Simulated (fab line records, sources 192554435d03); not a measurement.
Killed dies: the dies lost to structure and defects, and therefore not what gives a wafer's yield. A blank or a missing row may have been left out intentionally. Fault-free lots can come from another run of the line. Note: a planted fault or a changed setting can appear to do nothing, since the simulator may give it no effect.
Split-lot study | flow n5 finfet | on a route of 1938 steps: 7 lots, 21 wafers read

THE SPLIT
At N5_BEOL_M7_TRENCH_ETCH_37 (etches SiCOH lowk in C4F6/O2, target depth 93.478 nm, time 31.2 s), the setting time s was moved away from the recipe's 31.2 s on 4 of the 21 wafers read, by -16.8% to +7.9%. The other wafers ran this setting at the recipe's value.

FROM THE SPLIT TO THE READING: what the file shows between them, 11 steps
- N5_BEOL_M7_ETCH_41: etches SiCN in CH3F/O2, target depth 31.9 nm, time 57.8 s
- N5_BEOL_M7_STRIP_80: strips in N2/H2, time 10 s
- N5_BEOL_M7_OCD_MEAS_38
- N5_BEOL_M7_HM_STRIP_39: strips TiN in peroxide tin strip, target depth 25 nm, time 158 s
- N5_BEOL_M7_SRD_40: time 30 s
- N5_BEOL_M7_ECD_50: material Cu, target thk 300 nm
- N5_BEOL_M7_ANNEAL_51: time 90 s
- N5_BEOL_M7_CMP_52: polishes, stops on SiCOH lowk, t overpolish 6.9 s, target thk 80 nm
- N5_BEOL_M7_THK_MEAS_53: measures by xrf
- N5_BEOL_M7_PRE_CLEAN_55: time 15 s
- N5_BEOL_M7_DEP_56: deposits SiCN from 3MS/NH3, target thk 10 nm, time 17.5 s

THE READING
M7_RS (ohm/sq), read at N5_BEOL_M7_RS_MEAS_57 with a four-point probe. Fault-free wafers of this fab line usually give 0.287 ohm/sq, standard deviation 0.0071 ohm/sq.

wafer  | tool, chamber at the split | time s as run, s | against the recipe | M7_RS, ohm/sq | against lot-mates on the recipe
L075.1 | rie diel-01, 0             | 26.03            | -16.6%             | 0.369         | +0.080
L075.3 | rie diel-01, 1             | 31.2             | recipe             | 0.291         | -
L075.4 | rie diel-01, 3             | 31.2             | recipe             | 0.288         | -
L080.2 | rie diel-01, 0             | 25.97            | -16.8%             | 0.383         | +0.090
L080.4 | rie diel-01, 1             | 31.2             | recipe             | 0.293         | -
L080.6 | rie diel-01, 2             | 25.97            | -16.8%             | 0.371         | +0.078
L088.1 | rie diel-06, 1             | 31.2             | recipe             | 0.279         | -
L088.3 | rie diel-06, 3             | 31.2             | recipe             | 0.291         | -
L088.4 | rie diel-06, 2             | 31.2             | recipe             | 0.288         | -
L090.3 | rie diel-06, 0             | 31.2             | recipe             | 0.277         | -
L090.4 | rie diel-06, 1             | 31.2             | recipe             | 0.281         | -
L090.6 | rie diel-06, 3             | 31.2             | recipe             | 0.288         | -
L091.3 | rie diel-06, 1             | 31.2             | recipe             | 0.282         | -
L091.5 | rie diel-06, 2             | 31.2             | recipe             | 0.287         | -
L091.6 | rie diel-06, 1             | 31.2             | recipe             | 0.279         | -
L093.2 | rie diel-01, 2             | 31.2             | recipe             | 0.267         | -
L093.3 | rie diel-01, 0             | 31.2             | recipe             | 0.278         | -
L093.6 | rie diel-01, 0             | 31.2             | recipe             | 0.276         | -
L095.2 | rie diel-03, 3             | 31.2             | recipe             | 0.294         | -
L095.3 | rie diel-03, 1             | 31.2             | recipe             | 0.285         | -
L095.5 | rie diel-03, 0             | 33.67            | +7.9%              | 0.261         | -0.028

FIT RESULTS
A straight line over all 21 wafers: M7_RS changes by -0.00518 ohm/sq for each +1% of time s; r = -0.97; the points scatter about the line by 0.0082 ohm/sq.
The same after taking each lot's own level away (the mean of its wafers on the recipe; 21 wafers): -0.00481 ohm/sq for each +1%; r = -0.99; scatter 0.0049 ohm/sq.
On that fit, the largest move of time s shifts the reading by 0.081 ohm/sq.
Across the lots, their own levels run from 0.2737 to 0.2930 ohm/sq, a range of 2.7 times the standard deviation given above.
Consequently the slope shifts little with the lot-to-lot level, the two slopes agreeing.
Check: with one of the wafers moved furthest among these (-16.8%) left out of the fit, the line predicts +0.0775 ohm/sq for it against its lot-mates. It came out at +0.09 ohm/sq against them.

ADDITIONAL SPLITS CARRIED BY THESE WAFERS
Note: prior to the reading, these wafers also went through further splits. Each is held against what the fit with the lots' levels taken away leaves over:
other split on the same wafers   | wafers away from the commonest value | r with M7_RS (lot level and that fit taken away)
N5_BEOL_M4_EXPOSE_25 dose mj     | 6                                    | +0.05
N5_BEOL_M5_VIA_ETCH_34 bias w    | 8                                    | +0.07
N5_BEOL_M5_TRENCH_ETCH_37 bias w | 6                                    | -0.23
N5_BEOL_M6_COAT_60 spin rpm      | 10                                   | +0.24
N5_BEOL_M6_ETCH_62 bias w        | 4                                    | -0.40
N5_BEOL_M7_VIA_ETCH_34 source w  | 7                                    | -0.17

THE WHOLE CHAIN: every reading that the file lists as answering this split, in the file's order
step                      | what it does                                                        | reading                                                                      | change (the file's fit)               | r (the file's)
N5_BEOL_M7_TRENCH_ETCH_37 | etches SiCOH lowk in C4F6/O2, target depth 93.478 nm, time 31.2 s   | BEOL_M7.feature depth nm (the simulator's own value, which no gauge read)    | +0.911 nm for each +1% of the setting | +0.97
N5_BEOL_M7_TRENCH_ETCH_37 | etches SiCOH lowk in C4F6/O2, target depth 93.478 nm, time 31.2 s   | etch.depth nm (the simulator's own value, which no gauge read)               | +0.911 nm for each +1% of the setting | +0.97
N5_BEOL_M7_OCD_MEAS_38    |                                                                     | trench depth nm                                                              | +0.914 nm for each +1% of the setting | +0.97
N5_BEOL_M7_CMP_52         | polishes, stops on SiCOH lowk, t overpolish 6.9 s, target thk 80 nm | Cu_of_BEOL_M7_ECD_50.thk nm (the simulator's own value, which no gauge read) | +0.886 nm for each +1% of the setting | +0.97
N5_BEOL_M7_THK_MEAS_53    | measures by xrf                                                     | M7_THK                                                                       | +0.93 for each +1% of the setting     | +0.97
N5_BEOL_M7_RS_MEAS_57     | measures by four-point-probe                                        | M7_RS                                                                        | -0.0048 for each +1% of the setting   | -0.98

FILE'S OWN FIT
M7_RS changes by -0.0048 ohm/sq for each +1% of time s, r = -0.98.
